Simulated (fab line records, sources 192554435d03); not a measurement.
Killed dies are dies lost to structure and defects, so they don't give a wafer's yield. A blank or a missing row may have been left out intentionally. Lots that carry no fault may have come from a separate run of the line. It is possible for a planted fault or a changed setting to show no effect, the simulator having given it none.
Which of the tools did it? -- flow n5 finfet -- 33 wafers from 11 lots sampled at 3 of the route's 1938 steps

## WHAT THE GAUGES SHOWED, per wafer
N5_BEOL_M5_CD_MEAS_11 targets a cd of 27.74 nm.
lot,measured,on,cd nm (nm)
L075,day 9 07:12,cd sem-01,27.98 27.95 27.63
L079,day 9 18:10,cd sem-01,28.09 27.77 28.20
L080,day 10 02:46,cd sem-01,27.96 28.18 27.95
L083,day 10 20:35,cd sem-02,28.14 28.20 28.24
L084,day 11 15:25,cd sem-01,27.91 28.05 28.19
L085,day 12 00:57,cd sem-01,27.80 27.87 27.58
L088,day 12 07:17,cd sem-02,28.36 27.76 28.14
L091,day 13 05:19,cd sem-02,27.87 28.28 28.03
L092,day 13 13:41,cd sem-02,27.96 28.08 27.78
L094,day 14 07:02,cd sem-01,28.03 28.04 27.72
L095,day 14 08:32,cd sem-01,28.08 27.94 27.79

## WHAT TOOL EACH LOT RAN ON (gives the tool, then ch and the chambers of the sampled wafers, and finally the start)
lot,N5_BEOL_M4_SPUTTER_90,N5_BEOL_M5_HM_DEP_02
L075,"pvd sputter-03, day 9 02:36","pvd sputter-03, day 9 06:41"
L079,"pvd sputter-02, day 9 13:56","pvd sputter-02, day 9 17:39"
L080,"pvd sputter-03, day 9 18:43","pvd sputter-01, day 10 02:14"
L083,"pvd sputter-03, day 10 16:10","pvd sputter-03, day 10 20:04"
L084,"pvd sputter-03, day 11 11:01","pvd sputter-01, day 11 15:01"
L085,"pvd sputter-03, day 11 19:06","pvd sputter-02, day 12 00:26"
L088,"pvd sputter-02, day 12 02:47","pvd sputter-02, day 12 06:46"
L091,"pvd sputter-03, day 13 00:52","pvd sputter-02, day 13 04:55"
L092,"pvd sputter-01, day 13 07:00","pvd sputter-01, day 13 13:09"
L094,"pvd sputter-01, day 14 01:23","pvd sputter-01, day 14 06:30"
L095,"pvd sputter-01, day 14 04:22","pvd sputter-03, day 14 08:01"
- N5_BEOL_M4_SPUTTER_90: material Cu, target thk 4.5 nm, time 8.29 s.
- N5_BEOL_M5_HM_DEP_02: deposits TiN, target thk 20 nm.

## THE ANSWER, worked out from the rows above alone
Rule: usual is defined by the lots themselves. The widest of any qualifying gaps counts: lots, ordered by their means at a reading, are off when they make up no more than a third of the lots, leave a main group of 4 or more, and stand apart from it by 3 or more times the standard deviation of that group's means. The tables above print the reading to a certain number of digits; a main group whose means all agree to those digits is not used. Also off: a lot with no number at a reading for which 4 or more lots have one. The other lots that the step has rows for count as sound.
Nothing can be told from this: no lot is off at any reading shown.

## WHAT WAS PUT IN BY THE SIMULATOR
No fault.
